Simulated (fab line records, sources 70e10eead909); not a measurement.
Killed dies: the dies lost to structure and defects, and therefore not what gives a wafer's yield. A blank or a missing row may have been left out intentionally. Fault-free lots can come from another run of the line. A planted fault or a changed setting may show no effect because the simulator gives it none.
Struck lot and sound lot, side by side + flow nandHarc + 13 out of 1302 route steps
Sound: these wafers, L681.2, L681.3, L681.5. The struck wafers were L698.2, L698.3, L698.4. The cause is named last.
At each step with rows: each side's tool, then ch and its chambers, then its first start. Under that, the readings that differ: sound wafers + struck wafers + difference of the means + sigmas: that difference in standard deviations of wafers without a fault.
alike: same words and numbers on both sides, and readings whose means sit less than 2 such deviations apart. not compared: any withheld reading, any reading some wafer has no value for, any bound like >300 that may hide the same value, and any number with overlapping values for which the record gives no deviation.
A row with sigmas, a row that says differs or no value, or rows on one side alone: a step with any of these is where the two part. When numbers do not overlap yet have no deviation, they are printed without sigmas and do not part them. A reading missing from all wafers of one side parts the sides only when that side holds two or more wafers.

first, 1 step without rows for these wafers: NHARC_A_CHANNEL_FILL_D2_ALD_03 (deposits SiNx, target thk 6 nm, pulse time 60 s, ald cycles 58).
NHARC_A_CHANNEL_FILL_D2_ALD_14: deposits SiO2, target thk 2.5 nm, pulse time 10 s, ald cycles 25.
  sound on aldHk-04 ch 0,1,2, day 15 07:19; struck on aldHk-02 ch 0,1,2, day 22 01:20
  alike: heaterPowerW, precursorPulseHeightRel
NHARC_A_CHANNEL_FILL_D2_ALD_15: deposits SiNx, target thk 2 nm, pulse time 60 s, ald cycles 19.
  sound: aldSinBatch-01 ch 0; struck: aldSinBatch-03 ch 0
  alike: precursorPulseHeightRel
then, 3 steps without rows for these wafers: NHARC_A_CHANNEL_FILL_D2_ALD_16 (deposits SiO2, target thk 1.5 nm, pulse time 10 s, ald cycles 15); NHARC_A_CHANNEL_FILL_D2_ANNEAL_17 (time 1800 s); NHARC_A_CHANNEL_FILL_D2_CVD_18 (deposits poly-Si, target thk 3 nm).
NHARC_A_CHANNEL_FILL_D2_ETCHBACK_19: etches the open film in HBr/Cl2, target depth 5 nm, time 1.7 s.
  sound on rieSi-04 ch 1,2, day 16 01:00; struck on rieSi-02 ch 0,1,2, day 22 17:54
  alike: chamberPressureMTorr, drypumpMotorCurrentA, oesProductAu, throttleValvePct
  not compared: rfHoursCounterH
NHARC_A_CHANNEL_FILL_D2_ETCHBACK_20: etches the open film in C4F8/O2/Ar, target depth 27 nm, time 13.5 s.
  sound on rieDiel-12 ch 0,1,3, day 16 01:10; struck on rieDiel-05 ch 0,2,3, day 22 18:01
  alike: chamberPressureMTorr, oesProductAu, rfVppV
  not compared: rfHoursCounterH
NHARC_A_CHANNEL_FILL_D2_STRIP_28: strips in O2, time 20 s.
  sound on rieDiel-12 ch 0,1, day 16 01:16; struck on rieDiel-05 ch 0,1,3, day 22 18:07
| reading             | sound             | struck            | difference | sigmas |
|---------------------|-------------------|-------------------|------------|--------|
| oesProductAu (a.u.) | 0.995 1.002 0.990 | 1.022 1.017 1.017 | +0.023     | +2     |
  alike: chamberPressureMTorr, drypumpMotorCurrentA, rfVppV, showerheadPlenumPTorr, throttleValvePct
  not compared: rfHoursCounterH
then, 3 steps without rows for these wafers: NHARC_A_CHANNEL_FILL_D2_PRECLEAN_21 (cleans in dHF, time 30 s); NHARC_A_CHANNEL_FILL_D2_SRD_23; NHARC_A_CHANNEL_FILL_D2_CVD_05 (deposits poly-Si, target thk 5 nm).
NHARC_A_CHANNEL_FILL_D2_ANNEAL_22: time 7200 s.
  sound on furnace-03 ch 0, day 16 09:17; struck on furnace-03 ch 0, day 23 02:00
| reading                | sound                | struck               | difference | sigmas      |
|------------------------|----------------------|----------------------|------------|-------------|
| spikeTcBottomC (C)     | 641.9 640.4 641.7    | 669.1 670.5 668.8    | +28.1      | +11         |
| spikeTcCentreC (C)     | 621.0 621.7 622.1    | 651.7 650.5 649.2    | +28.9      | +22         |
| spikeTcLowerC (C)      | 619.8 618.5 622.7    | 651.1 649.6 648.1    | +29.3      | +27         |
| spikeTcTopC (C)        | 633.9 632.6 632.9    | 661.3 659.9 660.7    | +27.5      | +14         |
| spikeTcUpperC (C)      | 620.6 621.9 621.9    | 648.2 647.8 648.4    | +26.7      | +19         |
| tubeCenterTempC (C)    | 619.85 620.04 620.02 | 648.61 648.55 648.6  | +28.62     | +99 or more |
| tube_center_temp_C_max | 621.46 621.44 621.41 | 649.88 650.50 650.00 | +28.69     | +99 or more |

== WHERE THEY PART ==
Last at NHARC_A_CHANNEL_FILL_D2_ANNEAL_22 as far as this record goes, first at NHARC_A_CHANNEL_FILL_D2_STRIP_28.

WHY: what the simulator had put in
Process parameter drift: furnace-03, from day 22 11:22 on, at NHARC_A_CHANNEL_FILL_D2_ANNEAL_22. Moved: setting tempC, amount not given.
